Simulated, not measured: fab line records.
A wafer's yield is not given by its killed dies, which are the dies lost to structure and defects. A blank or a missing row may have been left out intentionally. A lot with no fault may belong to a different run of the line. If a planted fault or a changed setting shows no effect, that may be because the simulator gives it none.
Chamber matching :: flow n5 finfet :: N5_BEOL_M0_CUTY_ETCH_62 on rie diel-03 has 4 sister chambers
The step etches SiARC in CF4, time 58.5 s. 30 wafers are shown with their chamber, then 12 later ones without.

WAFERS WITH THEIR CHAMBER
wafer: L074.1
chamber: 1
throttle valve pct (%): 15.86
showerhead plenum p Torr (Torr): 2.05
oes product au (a.u.): 0.63

wafer: L074.3
chamber: 2
throttle valve pct (%): 15.62
showerhead plenum p Torr (Torr): 2.07
oes product au (a.u.): 0.65

wafer: L074.5
chamber: 3
throttle valve pct (%): 15.42
showerhead plenum p Torr (Torr): 2.19
oes product au (a.u.): 0.77

wafer: L075.3
chamber: 0
throttle valve pct (%): 15.97
showerhead plenum p Torr (Torr): 2.21
oes product au (a.u.): 0.63

wafer: L075.4
chamber: 1
throttle valve pct (%): 15.86
showerhead plenum p Torr (Torr): 2.05
oes product au (a.u.): 0.63

wafer: L075.6
chamber: 0
throttle valve pct (%): 15.97
showerhead plenum p Torr (Torr): 2.21
oes product au (a.u.): 0.63

wafer: L076.1
chamber: 1
throttle valve pct (%): 15.87
showerhead plenum p Torr (Torr): 2.05
oes product au (a.u.): 0.62

wafer: L076.2
chamber: 3
throttle valve pct (%): 15.42
showerhead plenum p Torr (Torr): 2.18
oes product au (a.u.): 0.76

wafer: L076.3
chamber: 0
throttle valve pct (%): 15.98
showerhead plenum p Torr (Torr): 2.21
oes product au (a.u.): 0.62

wafer: L076.4
chamber: 2
throttle valve pct (%): 15.62
showerhead plenum p Torr (Torr): 2.07
oes product au (a.u.): 0.65

wafer: L076.5
chamber: 3
throttle valve pct (%): 15.45
showerhead plenum p Torr (Torr): 2.19
oes product au (a.u.): 0.76

wafer: L076.6
chamber: 2
throttle valve pct (%): 15.63
showerhead plenum p Torr (Torr): 2.07
oes product au (a.u.): 0.65

wafer: L077.1
chamber: 2
throttle valve pct (%): 15.62
showerhead plenum p Torr (Torr): 2.07
oes product au (a.u.): 0.65

wafer: L077.3
chamber: 3
throttle valve pct (%): 15.43
showerhead plenum p Torr (Torr): 2.18
oes product au (a.u.): 0.75

wafer: L077.5
chamber: 1
throttle valve pct (%): 15.87
showerhead plenum p Torr (Torr): 2.05
oes product au (a.u.): 0.62

wafer: L078.1
chamber: 1
throttle valve pct (%): 15.89
showerhead plenum p Torr (Torr): 2.05
oes product au (a.u.): 0.62

wafer: L078.2
chamber: 0
throttle valve pct (%): 15.99
showerhead plenum p Torr (Torr): 2.21
oes product au (a.u.): 0.62

wafer: L078.3
chamber: 3
throttle valve pct (%): 15.43
showerhead plenum p Torr (Torr): 2.18
oes product au (a.u.): 0.75

wafer: L078.4
chamber: 2
throttle valve pct (%): 15.63
showerhead plenum p Torr (Torr): 2.07
oes product au (a.u.): 0.65

wafer: L078.5
chamber: 3
throttle valve pct (%): 15.43
showerhead plenum p Torr (Torr): 2.18
oes product au (a.u.): 0.76

wafer: L078.6
chamber: 2
throttle valve pct (%): 15.62
showerhead plenum p Torr (Torr): 2.06
oes product au (a.u.): 0.64

wafer: L079.3
chamber: 3
throttle valve pct (%): 15.45
showerhead plenum p Torr (Torr): 2.18
oes product au (a.u.): 0.75

wafer: L079.4
chamber: 3
throttle valve pct (%): 15.44
showerhead plenum p Torr (Torr): 2.18
oes product au (a.u.): 0.76

wafer: L079.6
chamber: 1
throttle valve pct (%): 15.89
showerhead plenum p Torr (Torr): 2.05
oes product au (a.u.): 0.63

wafer: L081.2
chamber: 1
throttle valve pct (%): 15.90
showerhead plenum p Torr (Torr): 2.04
oes product au (a.u.): 0.62

wafer: L081.4
chamber: 2
throttle valve pct (%): 15.63
showerhead plenum p Torr (Torr): 2.06
oes product au (a.u.): 0.64

wafer: L081.5
chamber: 1
throttle valve pct (%): 15.91
showerhead plenum p Torr (Torr): 2.04
oes product au (a.u.): 0.61

wafer: L082.1
chamber: 0
throttle valve pct (%): 15.99
showerhead plenum p Torr (Torr): 2.20
oes product au (a.u.): 0.61

wafer: L082.2
chamber: 2
throttle valve pct (%): 15.65
showerhead plenum p Torr (Torr): 2.06
oes product au (a.u.): 0.64

wafer: L082.3
chamber: 3
throttle valve pct (%): 15.46
showerhead plenum p Torr (Torr): 2.18
oes product au (a.u.): 0.73

SIGNATURES (averages over the wafers above)
reading: throttle valve pct
chamber 0: 15.9800
chamber 1: 15.8812
chamber 2: 15.6275
chamber 3: 15.4367
scatter within a chamber: 0.0142

reading: showerhead plenum p Torr
chamber 0: 2.2080
chamber 1: 2.0475
chamber 2: 2.0663
chamber 3: 2.1822
scatter within a chamber: 0.00469

reading: oes product au
chamber 0: 0.6220
chamber 1: 0.6225
chamber 2: 0.6462
chamber 3: 0.7544
scatter within a chamber: 0.00841
Rule: distance of a wafer from a chamber = root of the sum over the readings of ((wafer's reading minus chamber's mean) / reading's scatter) squared. The wafer belongs to the nearest chamber; if the next one is less than 2 further off, it can't be placed. The scatter: take each reading less its chamber's mean, square it, sum over the shown wafers, divide by the number of wafers less the number of chambers, and take the root.

WAFERS WHOSE CHAMBER IS MISSING
wafer: L082.4
throttle valve pct (%): 15.91
showerhead plenum p Torr (Torr): 2.04
oes product au (a.u.): 0.61

wafer: L082.5
throttle valve pct (%): 16.01
showerhead plenum p Torr (Torr): 2.20
oes product au (a.u.): 0.61

wafer: L082.6
throttle valve pct (%): 15.45
showerhead plenum p Torr (Torr): 2.18
oes product au (a.u.): 0.73

wafer: L086.1
throttle valve pct (%): 15.94
showerhead plenum p Torr (Torr): 2.04
oes product au (a.u.): 0.60

wafer: L086.2
throttle valve pct (%): 15.47
showerhead plenum p Torr (Torr): 2.17
oes product au (a.u.): 0.73

wafer: L086.5
throttle valve pct (%): 16.03
showerhead plenum p Torr (Torr): 2.20
oes product au (a.u.): 0.61

wafer: L090.1
throttle valve pct (%): 15.94
showerhead plenum p Torr (Torr): 2.04
oes product au (a.u.): 0.60

wafer: L090.5
throttle valve pct (%): 15.50
showerhead plenum p Torr (Torr): 2.17
oes product au (a.u.): 0.71

wafer: L090.6
throttle valve pct (%): 15.66
showerhead plenum p Torr (Torr): 2.06
oes product au (a.u.): 0.63

wafer: L094.4
throttle valve pct (%): 15.95
showerhead plenum p Torr (Torr): 2.03
oes product au (a.u.): 0.60

wafer: L094.5
throttle valve pct (%): 16.05
showerhead plenum p Torr (Torr): 2.19
oes product au (a.u.): 0.60

wafer: L094.6
throttle valve pct (%): 15.52
showerhead plenum p Torr (Torr): 2.17
oes product au (a.u.): 0.72

THE CHAMBER EACH PASSED THROUGH
wafer: L082.4
from the rows above: 1
in truth: 1

wafer: L082.5
from the rows above: 0
in truth: 0

wafer: L082.6
from the rows above: 3
in truth: 3

wafer: L086.1
from the rows above: 1
in truth: 1

wafer: L086.2
from the rows above: 3
in truth: 3

wafer: L086.5
from the rows above: 0
in truth: 0

wafer: L090.1
from the rows above: 1
in truth: 1

wafer: L090.5
from the rows above: 3
in truth: 3

wafer: L090.6
from the rows above: 2
in truth: 2

wafer: L094.4
from the rows above: 1
in truth: 1

wafer: L094.5
from the rows above: 0
in truth: 0

wafer: L094.6
from the rows above: 3
in truth: 3
Placed correctly: 12 of 12. From these rows, 0 cannot be placed. Number placed wrongly: 0.
